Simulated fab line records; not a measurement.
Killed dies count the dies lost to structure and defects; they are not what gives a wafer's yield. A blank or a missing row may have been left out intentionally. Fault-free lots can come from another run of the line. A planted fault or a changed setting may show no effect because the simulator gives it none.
Which tool was responsible? ; flow n5-finfet ; 72 wafers from 24 lots sampled at 2 of the route's 1938 steps

== WHAT THE GAUGES SHOWED, per wafer ==
N5_BEOL_M1_OVL_MEAS_29.
lot;measured;on;V0_OVL (nm)
L074;day 6 08:11;overlay-01;0.1 0.2 -0.3
L076;day 7 14:11;overlay-01;-0.3 -1.6 0.1
L075;day 7 16:40;overlay-02;-0.3 0.0 -1.4
L077;day 7 16:43;overlay-01;-0.9 -1.1 -1.4
L078;day 7 16:46;overlay-02;-0.3 0.1 -1.4
L079;day 7 23:13;overlay-01;0.8 0.0 -0.6
L080;day 8 03:34;overlay-02;-2.1 -1.6 -1.5
L081;day 8 07:51;overlay-02;-0.1 -0.7 -1.6
L082;day 8 10:01;overlay-01;-1.9 -0.7 -2.2
L083;day 8 16:47;overlay-01;-1.2 -1.6 -1.3
L084;day 9 06:42;overlay-02;-0.6 -1.5 0.2
L085;day 9 10:32;overlay-01;0.8 0.9 -0.2
L086;day 9 19:35;overlay-01;-0.8 -0.7 -0.6
L087;day 9 19:51;overlay-02;-1.5 -2.1 -1.3
L088;day 10 02:33;overlay-02;0.3 1.0 0.4
L089;day 10 07:53;overlay-01;0.8 -0.7 -1.1
L090;day 10 13:38;overlay-01;-1.7 -1.0 -1.2
L091;day 10 19:02;overlay-02;0.3 0.2 1.0
L092;day 11 02:26;overlay-02;-1.3 -0.1 -1.6
L093;day 11 10:14;overlay-01;-1.2 -0.6 -1.6
L095;day 11 21:48;overlay-02;-0.3 -0.2 -0.1
L097;day 11 22:04;overlay-01;-0.5 -0.5 -1.4
L096;day 11 23:20;overlay-02;-0.2 -0.8 -1.7
L094;day 12 07:48;overlay-02;-1.3 -1.2 -1.0

N5_BEOL_M1_INSPECT_30: inspects for defects (brightfield).
lot;measured;on;raw-defect-count
L074;day 6 08:14;defect-inspect-02;535 481 446
L076;day 7 14:15;defect-inspect-01;387 324 309
L075;day 7 16:43;defect-inspect-01;549 533 673
L077;day 7 16:46;defect-inspect-01;508 548 743
L078;day 7 16:50;defect-inspect-01;462 316 368
L079;day 7 23:17;defect-inspect-01;341 317 286
L080;day 8 03:37;defect-inspect-01;346 429 401
L081;day 8 07:55;defect-inspect-01;492 502 435
L082;day 8 10:03;defect-inspect-02;304 371 491
L083;day 8 16:51;defect-inspect-02;285 325 454
L084;day 9 06:45;defect-inspect-01;552 668 357
L085;day 9 10:34;defect-inspect-02;415 462 466
L086;day 9 19:38;defect-inspect-01;350 464 704
L087;day 9 19:53;defect-inspect-01;271 460 503
L088;day 10 02:36;defect-inspect-01;568 533 710
L089;day 10 07:56;defect-inspect-02;472 498 395
L090;day 10 13:41;defect-inspect-02;380 381 506
L091;day 10 19:06;defect-inspect-01;545 434 499
L092;day 11 02:29;defect-inspect-01;270 360 281
L093;day 11 10:17;defect-inspect-01;369 392 431
L095;day 11 21:52;defect-inspect-02;318 456 373
L097;day 11 22:07;defect-inspect-02;475 416 513
L096;day 11 23:24;defect-inspect-02;375 327 309
L094;day 12 07:52;defect-inspect-01;451 427 499

== EACH LOT AND THE TOOL THAT RAN IT (in order: tool; ch and the chambers of the sampled wafers; start) ==
There is no process step in the record ahead of these readings.

== AS READ BY THE TOOLS THEMSELVES (means over the sampled wafers that have a number; for cases with no such wafer, the mark the record gives instead) ==
The record holds no such reading with a usual standard deviation.

== THE ANSWER, worked out from the rows above alone ==
Rule: usual is defined by the lots themselves. Put in order of their means at a reading, lots are off if they are a third of the lots or fewer, leave a main group of 4 or more, and stand apart from it by a gap of 3 or more times the standard deviation of the main group's means; of several such gaps the widest counts. A main group whose means are all the same, to the digits that the tables above print for the reading, isn't used. Also off: a lot with no number at a reading for which 4 or more lots have one. Any other lot the step has rows for is counted as sound. The gauges are gone through in route order, then the tools' own readings, and for those a lot's mean is taken as printed above. The first step at which some lot is off is used, and at that step the reading that is off furthest; a lot without a number counts as furthest.
Across all readings shown, no lot is off: no conclusion can be drawn from this.

== WHAT THE SIMULATOR PUT IN ==
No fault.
